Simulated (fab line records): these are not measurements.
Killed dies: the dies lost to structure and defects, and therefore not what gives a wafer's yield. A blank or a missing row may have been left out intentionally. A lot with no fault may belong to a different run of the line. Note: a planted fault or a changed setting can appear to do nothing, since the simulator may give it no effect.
A struck lot beside a sound one + flow n5-finfet + 16 steps out of a route of 1938
Sound: the wafers L151.1, L151.2, L151.6. Struck: wafer L161.6 (left out: L161.5, a lot-mate that was not struck); the cause follows at the end.
Each step with rows lists, per side, the tool, then ch with its chambers, then its first start. Under that, the readings that differ: sound wafers + struck wafers + difference of the means + sigmas: that difference in standard deviations of wafers without a fault.
alike: words and numbers the same on both sides, and readings whose means are apart by under 2 such deviations; not compared: readings that were withheld, readings missing a value for some wafer, numbers with overlapping values and no deviation given by the record, and bounds like >300 which may hide the same value.
A row with sigmas, a row that says differs or no value, or rows on one side alone: a step with any of these is where the two part. Numbers that don't overlap but have no deviation are shown without sigmas and don't part them. A reading that every wafer of one side lacks parts them only if that side has two wafers or more.

first, 4 steps without rows for these wafers: N5_BEOL_M11_HM_STRIP_39 (strips TiN in peroxide tin strip, target depth 25 nm, time 158 s); N5_BEOL_M11_SRD_40 (time 30 s); N5_BEOL_M11_PRECLEAN_42 (cleans in residue remover, time 60 s); N5_BEOL_M11_SRD_43 (time 30 s).
N5_BEOL_M11_CD_MEAS_35: the cd target is 70 nm.
  sound on cd-sem-02, day 12 04:47; struck on cd-sem-02, day 15 06:05
  alike: cd-nm
N5_BEOL_M11_CURE_72: cures SiCOH lowk, time 120 s.
  sound on uv-cure-01 ch 0, day 12 04:50; struck on uv-cure-02 ch 0, day 15 06:30
  alike: lamp-power-pct, wafer_temp_C_max
N5_BEOL_M11_DEGAS_44: time 60 s.
  sound on pvd-sputter-01, day 12 05:47; struck on pvd-sputter-03, day 15 07:08
| reading            | sound       | struck | difference | sigmas |
|--------------------|-------------|--------|------------|--------|
| heater-power-w (W) | 322 345 313 | 435    | +108       | +2     |
N5_BEOL_M11_PRE_CLEAN_45: time 30 s.
  sound on pvd-sputter-01, day 12 05:49; struck on pvd-sputter-03, day 15 07:11
| reading            | sound       | struck | difference | sigmas |
|--------------------|-------------|--------|------------|--------|
| heater-power-w (W) | 325 361 320 | 426    | +91        | +2     |
N5_BEOL_M11_ALD_74: deposits TaN, target thk 2 nm, pulse time 2 s, purge time 3 s.
  sound on ald-metal-02 ch 0,1,2, day 12 05:53; struck on ald-metal-03 ch 3, day 15 07:21
  alike: heater-power-w, precursor-vessel-carrier-sccm
N5_BEOL_M11_SURFACE_TREAT_76:
  sound on pvd-sputter-01, day 12 06:13; struck on pvd-sputter-01, day 15 07:37
  not compared: throttle-valve-pct
then, 2 steps without rows for these wafers: N5_BEOL_M11_CVD_75 (deposits Co from CCTBA/H2, target thk 2 nm, time 138.9 s); N5_BEOL_M11_SPUTTER_48 (material Cu, target thk 12 nm, time 2 s).
N5_BEOL_M11_ECD_50: material Cu, target thk 318 nm.
  sound on ecd-cu-01 ch 0,1, day 12 06:44; struck on ecd-cu-01 ch 1, day 15 08:14
| reading                                 | sound             | struck | difference | sigmas |
|-----------------------------------------|-------------------|--------|------------|--------|
| model.Cu_of_BEOL_M11_ECD_50.thk-nm (nm) | 309.8 316.4 307.6 | 188.6  | -122.7     |        |
then, 1 step without rows for these wafers: N5_BEOL_M11_ANNEAL_51 (time 90 s).
N5_BEOL_M11_CMP_52: polishes, stops on SiCOH lowk, t overpolish 7 s, target thk 140 nm.
  sound on cmp-01 ch 0,1,3, day 12 07:11; struck on cmp-02 ch 0, day 15 09:12
| reading                 | sound                | struck | difference | sigmas |
|-------------------------|----------------------|--------|------------|--------|
| head-pressure-psi (psi) | 1.0025 1.0019 0.9979 | 0.9958 | -0.0050    | -2     |
| time-to-endpoint-s (s)  | 60.2 61.0 61.0       | 45.1   | -15.6      | -5     |
  alike: motor-current-A, retaining-ring-pressure-frac
  not compared: pad-life-wafers
N5_BEOL_M11_THK_MEAS_53: measures by xrf.
  sound on film-metro-02, day 12 07:26; struck on film-metro-01, day 15 09:21
  alike: M11_THK

WHERE THEY PART
First at N5_BEOL_M11_DEGAS_44; last, within this record, at N5_BEOL_M11_CMP_52. Later steps at which nothing parts them and some readings are alike: N5_BEOL_M11_THK_MEAS_53.

WHY: what had been put in by the simulator
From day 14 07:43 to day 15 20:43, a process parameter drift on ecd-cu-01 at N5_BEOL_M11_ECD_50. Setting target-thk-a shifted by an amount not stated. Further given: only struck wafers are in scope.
